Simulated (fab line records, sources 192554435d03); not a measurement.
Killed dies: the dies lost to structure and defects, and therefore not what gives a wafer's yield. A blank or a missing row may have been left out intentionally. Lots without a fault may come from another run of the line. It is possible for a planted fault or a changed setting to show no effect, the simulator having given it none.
Comparing a struck lot with a sound one :: flow n5Finfet :: 20 steps out of a route of 1938
Sound: these wafers, L865.2, L865.4, L865.6. Struck: wafer L871.3 (left out: L871.5, a lot-mate that was not struck); the cause follows at the end.
Per side, at each step with rows, come the tool, then ch with its chambers, and then its first start. Under that, the readings that differ: sound wafers :: struck wafers :: difference of the means :: sigmas: that difference in standard deviations of wafers without a fault.
alike: readings whose means differ by less than 2 such deviations, and words and numbers that are the same on both sides. not compared: withheld readings, readings that some wafer has no value for, bounds like >300 that may hide the same value, and numbers for which the record gives no deviation and whose values overlap.
Wherever a step has rows on one side only, a row that says differs or no value, or a row with sigmas, the two part there. Non-overlapping numbers with no deviation appear without sigmas and do not part them. A reading missing from all wafers of one side parts the sides only when that side holds two or more wafers.

first, 6 steps without rows for these wafers: N5_BEOL_M0_SAQP_COAT_34 (resist thk 30 nm); N5_BEOL_M0_SAQP_EBR_36; N5_BEOL_M0_SAQP_SOFTBAKE_35 (time 60 s); N5_BEOL_M0_SAQP_EXPOSE_37 (exposes mask M0 CUT1, target cd 30 nm); N5_BEOL_M0_SAQP_PEB_38 (peb time 60 s); N5_BEOL_M0_SAQP_DEVELOP_39 (develop time 30 s).
N5_BEOL_M0_SAQP_CD_MEAS_40: the cd target is 30 nm.
  sound on cdSem-01 ch 0, day 6 07:52; struck on cdSem-01 ch 0, day 8 00:59
  alike: cdNm
N5_BEOL_M0_SAQP_OVL_MEAS_41:
  sound on overlay-02 ch 0, day 6 07:54; struck on overlay-01 ch 0, day 8 01:02
  alike: M0_CUT1_OVL
N5_BEOL_M0_SAQP_INSPECT_42: inspects for defects (brightfield).
  sound: defectInspect-02 at day 6 07:58; struck: defectInspect-02 at day 8 01:05
  alike: rawDefectCount
N5_BEOL_M0_SAQP_DESCUM_45: chemistry O2, time 7 s.
  sound on rieDiel-03 ch 2,3, day 6 07:59; struck on rieDiel-05 ch 3, day 8 01:07
  alike: drypumpMotorCurrentA, oesProductAu, rfVppV, showerheadPlenumPTorr, throttleValvePct
  not compared: rfHoursCounterH
N5_BEOL_M0_SAQP_ETCH_88: etches underlayer in N2/H2, target depth 6.5 nm, time 5.2 s.
  sound on rieDiel-03 ch 2,3, day 6 08:02; struck on rieDiel-05 ch 3, day 8 01:08
  alike: drypumpMotorCurrentA, etchRfOnTimeS, oesProductAu, rfVppV, showerheadPlenumPTorr, throttleValvePct
  not compared: rfHoursCounterH
N5_BEOL_M0_SAQP_ETCH_73: etches SiARC in CF4, target depth 19.5 nm, time 32.5 s.
  sound on rieDiel-03 ch 2,3, day 6 08:02; struck on rieDiel-05 ch 3, day 8 01:10
  alike: cf4FlowSccm, drypumpMotorCurrentA, etchRfOnTimeS, oesProductAu, rfVppV, showerheadPlenumPTorr, throttleValvePct
  not compared: rfHoursCounterH
N5_BEOL_M0_SAQP_CUT_ETCH_46: etches SOC in N2/H2, target depth 135 nm, overetch 27 nm, time 202.5 s.
  sound on rieDiel-03 ch 2,3, day 6 08:04; struck on rieDiel-05 ch 3, day 8 01:11
reading: model.SiARC_of_BEOL_M0_SAQP_COAT_72.thkNm (nm)
sound: 5.4 4.6 4.6
struck: 6.2
difference: +1.3
sigmas: 

reading: model.BEOL_M0_SAQP.cdNm (nm)
sound: 30 29.6 29.6
struck: 29
difference: -1
sigmas: 
  alike: drypumpMotorCurrentA, rfVppV, showerheadPlenumPTorr, throttleValvePct
  not compared: rfHoursCounterH
then, 2 steps without rows for these wafers: N5_BEOL_M0_SAQP_STRIP_74 (strips in N2/H2); N5_BEOL_M0_SAQP_STRIP_89 (strips in N2/H2).
N5_BEOL_M0_SAQP_ALD_48: deposits SiO2, target thk 20 nm, pulse time 1 s, co reactant pulse time 1 s.
  sound on aldSin-03 ch 1,2, day 6 08:16; struck on aldSin-02 ch 3, day 8 01:24
  alike: heaterPowerW, precursorPulseHeightRel
N5_BEOL_M0_SAQP_ETCH_49: etches SiO2 in CF4/O2, target depth 37 nm.
  sound on rieDiel-06 ch 0,2, day 6 08:49; struck on rieDiel-06 ch 2, day 8 01:56
reading: cf4FlowSccm (sccm)
sound: 99.94 100.22 100.09
struck: 99.38
difference: -0.70
sigmas: -3

reading: model.BEOL_M0_SAQP.cdNm (nm)
sound: 30.2 29.6 29.6
struck: 29
difference: -1
sigmas: 
  alike: drypumpMotorCurrentA, oesProductAu, rfVppV, showerheadPlenumPTorr, throttleValvePct
  not compared: rfHoursCounterH
N5_BEOL_M0_SAQP_STRIP_75: strips in CF4.
  sound on rieDiel-06 ch 0,2, day 6 08:55; struck on rieDiel-06 ch 2, day 8 02:02
  alike: cf4FlowSccm, drypumpMotorCurrentA, oesProductAu, rfVppV, showerheadPlenumPTorr, throttleValvePct
  not compared: rfHoursCounterH
-- record jumps: 3 days separate the struck wafers' starts on either side; left off in module BEOL_M0_SAQP, taken up again in module BEOL_M4, whose first shown step is the route's number 1111 --
N5_BEOL_M4_RC_MEAS_101:
  sound on prober-02 ch 0, day 9 20:02; struck on prober-01 ch 0, day 10 22:01
  alike: DIBL_N, DIBL_P, IOFF_N, IOFF_P, ION_N, ION_P, SS_N, SS_P, VT_N, VT_P
N5_PASSIVATION_PROBE_49:
  the record has rows for the sound wafers here (prober-02, day 14 06:58) and none for the struck ones

== WHERE THEY PART ==
First at N5_BEOL_M0_SAQP_ETCH_49; last, within this record, at N5_PASSIVATION_PROBE_49.

WHY: what the simulator had put in
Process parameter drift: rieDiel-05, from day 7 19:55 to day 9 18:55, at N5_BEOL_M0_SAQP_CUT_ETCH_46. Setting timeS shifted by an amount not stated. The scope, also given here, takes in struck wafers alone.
